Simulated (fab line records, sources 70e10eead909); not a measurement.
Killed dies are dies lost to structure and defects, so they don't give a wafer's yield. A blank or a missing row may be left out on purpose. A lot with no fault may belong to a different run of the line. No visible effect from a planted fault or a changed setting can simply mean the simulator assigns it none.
Chamber matching | flow nand_harc | NHARC_A_CHANNEL_HOLE_D1_ETCH_44 on rie_diel-08: 4 sister chambers
The step etches the open film in CF4/O2, target depth 140 nm, overetch 14 nm, time 77 s. 18 wafers are shown with their chamber, then 9 later ones without.

## WAFERS PAIRED WITH THEIR CHAMBERS
wafer  | chamber | oes_product_au (a.u.) | rf_vpp_V (V) | throttle_valve_pct (%)
L079.1 | 0       | 0.985                 | 197.8        | 13.400
L079.2 | 3       | 1.015                 | 199.9        | 13.398
L079.6 | 0       | 0.986                 | 198.6        | 13.398
L080.1 | 0       | 0.994                 | 199.3        | 13.402
L080.3 | 3       | 1.019                 | 199.2        | 13.396
L080.5 | 0       | 0.994                 | 198.0        | 13.398
L081.2 | 2       | 0.979                 | 197.3        | 13.419
L081.3 | 0       | 0.986                 | 198.1        | 13.381
L081.6 | 2       | 0.987                 | 198.4        | 13.395
L083.1 | 2       | 0.980                 | 199.1        | 13.394
L083.2 | 0       | 0.992                 | 198.5        | 13.386
L083.6 | 1       | 0.988                 | 199.0        | 13.398
L085.1 | 0       | 0.993                 | 197.8        | 13.397
L085.2 | 3       | 1.017                 | 198.4        | 13.396
L085.3 | 1       | 0.989                 | 199.0        | 13.403
L090.1 | 0       | 0.992                 | 199.8        | 13.398
L090.3 | 3       | 1.009                 | 199.4        | 13.382
L090.6 | 0       | 0.989                 | 198.9        | 13.389

SIGNATURES (means of the wafers above)
reading            | chamber 0 | chamber 1 | chamber 2 | chamber 3 | scatter within a chamber
oes_product_au     | 0.99011   | 0.98850   | 0.98200   | 1.01500   | 0.00379
rf_vpp_V           | 198.533   | 199.000   | 198.267   | 199.225   | 0.691
throttle_valve_pct | 13.39433  | 13.40050  | 13.40267  | 13.39300  | 0.00841
Rule: distance of a wafer from a chamber = root of the sum over the readings of ((wafer's reading minus chamber's mean) / reading's scatter) squared. The wafer belongs to the nearest chamber; if the next one is less than 2 further off, it can't be placed. The scatter: the root of (the sum of the squares of (reading less its chamber's mean) over the shown wafers, divided by (wafers less chambers)).

## WAFERS WITHOUT THEIR CHAMBER
wafer  | oes_product_au (a.u.) | rf_vpp_V (V) | throttle_valve_pct (%)
L091.4 | 0.980                 | 198.0        | 13.389
L091.5 | 0.981                 | 195.9        | 13.400
L091.6 | 0.984                 | 197.4        | 13.402
L092.3 | 0.977                 | 197.3        | 13.400
L092.4 | 0.986                 | 198.1        | 13.391
L092.6 | 0.988                 | 198.4        | 13.402
L096.1 | 0.998                 | 197.7        | 13.408
L096.2 | 0.958                 | 198.0        | 13.388
L096.6 | 0.991                 | 198.8        | 13.404

## CHAMBER TAKEN BY EACH
wafer  | from the rows above          | in truth
L091.4 | can't be placed: 2 or 0 or 1 | 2
L091.5 | can't be placed: 2 or 0 or 1 | 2
L091.6 | can't be placed: 2 or 0 or 1 | 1
L092.3 | can't be placed: 2 or 1      | 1
L092.4 | can't be placed: 0 or 2 or 1 | 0
L092.6 | can't be placed: 1 or 0 or 2 | 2
L096.1 | can't be placed: 0 or 1 or 2 | 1
L096.2 | can't be placed: 2 or 1 or 0 | 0
L096.6 | can't be placed: 1 or 0 or 2 | 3
0 of 9 placed correctly. Can't be placed from these rows: 9 (the true chamber is among the candidates in 8). 0 placed wrongly.
